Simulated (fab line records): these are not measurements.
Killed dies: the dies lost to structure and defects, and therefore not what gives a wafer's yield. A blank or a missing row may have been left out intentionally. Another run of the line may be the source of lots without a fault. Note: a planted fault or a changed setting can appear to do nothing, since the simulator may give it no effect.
Which tool was responsible? / flow nand_harc / at 1 step of a route of 1159, 12 lots with 36 wafers sampled

== WHAT THE GAUGES READ, wafer by wafer ==
NHARC_P_M2_CD_MEAS_16.
lot=L075; measured=day 6 22:39; on=cd_sem-01; cd_nm (nm)=171.1 170.1 171.0
lot=L076; measured=day 7 04:22; on=cd_sem-01; cd_nm (nm)=169.2 171.0 169.1
lot=L079; measured=day 7 13:22; on=cd_sem-03; cd_nm (nm)=169.8 170.3 169.0
lot=L080; measured=day 8 00:13; on=cd_sem-02; cd_nm (nm)=170.2 169.3 169.2
lot=L082; measured=day 8 08:41; on=cd_sem-02; cd_nm (nm)=170.0 169.5 169.5
lot=L085; measured=day 8 20:07; on=cd_sem-02; cd_nm (nm)=169.4 169.3 168.8
lot=L087; measured=day 9 17:04; on=cd_sem-01; cd_nm (nm)=169.6 170.1 169.1
lot=L089; measured=day 10 07:33; on=cd_sem-02; cd_nm (nm)=169.7 168.4 168.7
lot=L090; measured=day 10 12:13; on=cd_sem-01; cd_nm (nm)=170.3 169.4 170.0
lot=L093; measured=day 11 01:35; on=cd_sem-03; cd_nm (nm)=170.1 169.3 170.4
lot=L096; measured=day 11 10:25; on=cd_sem-03; cd_nm (nm)=169.4 170.0 169.4
lot=L097; measured=day 12 00:56; on=cd_sem-02; cd_nm (nm)=169.7 169.8 170.7

== WHICH TOOL RAN EACH LOT (tool, then ch and the chambers of the sampled wafers, then the start) ==
The record holds no process step before these readings.

== THE ANSWER, worked out from the rows above alone ==
Rule: the lots themselves supply what counts as usual. The widest of any qualifying gaps counts: lots, ordered by their means at a reading, are off when they make up no more than a third of the lots, leave a main group of 4 or more, and stand apart from it by 3 or more times the standard deviation of that group's means. Not used: any main group whose means are identical at the precision the tables above print for the reading. Also off: a lot with no number at a reading for which 4 or more lots have one. The other lots that the step has rows for count as sound.
Nothing can be told from this: no lot is off at any reading shown.

== WHAT THE SIMULATOR PUT IN ==
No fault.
